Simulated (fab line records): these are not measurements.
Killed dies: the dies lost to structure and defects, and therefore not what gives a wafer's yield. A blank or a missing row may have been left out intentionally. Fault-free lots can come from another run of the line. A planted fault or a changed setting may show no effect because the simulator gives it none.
Matching of chambers | flow n5-finfet | ald-metal-01 running N5_BEOL_M3_ALD_84: 4 sister chambers
The step deposits TaN, pulse time 2 s, purge time 3 s, co reactant purge time 2 s. 24 wafers are shown with their chamber, then 12 later ones without.

## WAFERS, EACH WITH ITS CHAMBER
wafer  | chamber | heater-power-w (W) | mfc-carrier-sccm (sccm)
L076.2 | 2       | 406                | 1509
L076.5 | 1       | 417                | 1493
L076.6 | 0       | 444                | 1508
L075.3 | 3       | 451                | 1489
L075.5 | 3       | 449                | 1490
L075.6 | 0       | 444                | 1490
L077.2 | 2       | 401                | 1500
L077.4 | 1       | 428                | 1491
L077.6 | 2       | 402                | 1500
L078.3 | 3       | 449                | 1493
L078.4 | 1       | 422                | 1502
L078.6 | 0       | 433                | 1488
L080.2 | 1       | 411                | 1501
L080.4 | 0       | 422                | 1500
L080.6 | 3       | 469                | 1499
L081.1 | 2       | 405                | 1508
L081.4 | 3       | 440                | 1498
L081.6 | 1       | 412                | 1500
L084.2 | 2       | 408                | 1501
L084.4 | 1       | 410                | 1498
L084.6 | 0       | 437                | 1501
L088.1 | 0       | 445                | 1508
L088.2 | 1       | 411                | 1507
L088.3 | 3       | 452                | 1501

SIGNATURES (means of the wafers above)
reading          | chamber 0 | chamber 1 | chamber 2 | chamber 3 | scatter within a chamber
heater-power-w   | 437.50    | 415.86    | 404.40    | 451.67    | 7.64
mfc-carrier-sccm | 1499.17   | 1498.86   | 1503.60   | 1495.00   | 6.14
Rule: for each reading, subtract the chamber's mean from the wafer's reading, divide by that reading's scatter and square the result; add these up over the readings and take the root, which gives the wafer's distance from the chamber. If the next closest chamber is less than 2 further off than the closest, the wafer can't be placed; otherwise it belongs to the closest. The scatter: take each reading less its chamber's mean, square it, sum over the shown wafers, divide by the number of wafers less the number of chambers, and take the root.

## WAFERS WHOSE CHAMBER IS MISSING
wafer  | heater-power-w (W) | mfc-carrier-sccm (sccm)
L090.2 | 409                | 1511
L090.3 | 446                | 1501
L090.6 | 453                | 1509
L091.2 | 403                | 1505
L091.3 | 413                | 1498
L091.6 | 410                | 1500
L093.1 | 416                | 1501
L093.2 | 440                | 1505
L093.5 | 410                | 1508
L096.1 | 455                | 1501
L096.3 | 392                | 1502
L096.4 | 404                | 1494

## EACH ONE'S CHAMBER
wafer  | from the rows above     | in truth
L090.2 | can't be placed: 2 or 1 | 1
L090.3 | can't be placed: 0 or 3 | 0
L090.6 | can't be placed: 3 or 0 | 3
L091.2 | can't be placed: 2 or 1 | 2
L091.3 | can't be placed: 1 or 2 | 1
L091.6 | can't be placed: 1 or 2 | 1
L093.1 | can't be placed: 1 or 2 | 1
L093.2 | can't be placed: 0 or 3 | 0
L093.5 | can't be placed: 2 or 1 | 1
L096.1 | can't be placed: 3 or 0 | 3
L096.3 | can't be placed: 2 or 1 | 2
L096.4 | can't be placed: 2 or 1 | 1
0 of 12 placed correctly. Not placeable from these rows: 12 (in 12, the candidates include the true chamber). Placed wrongly: 0.
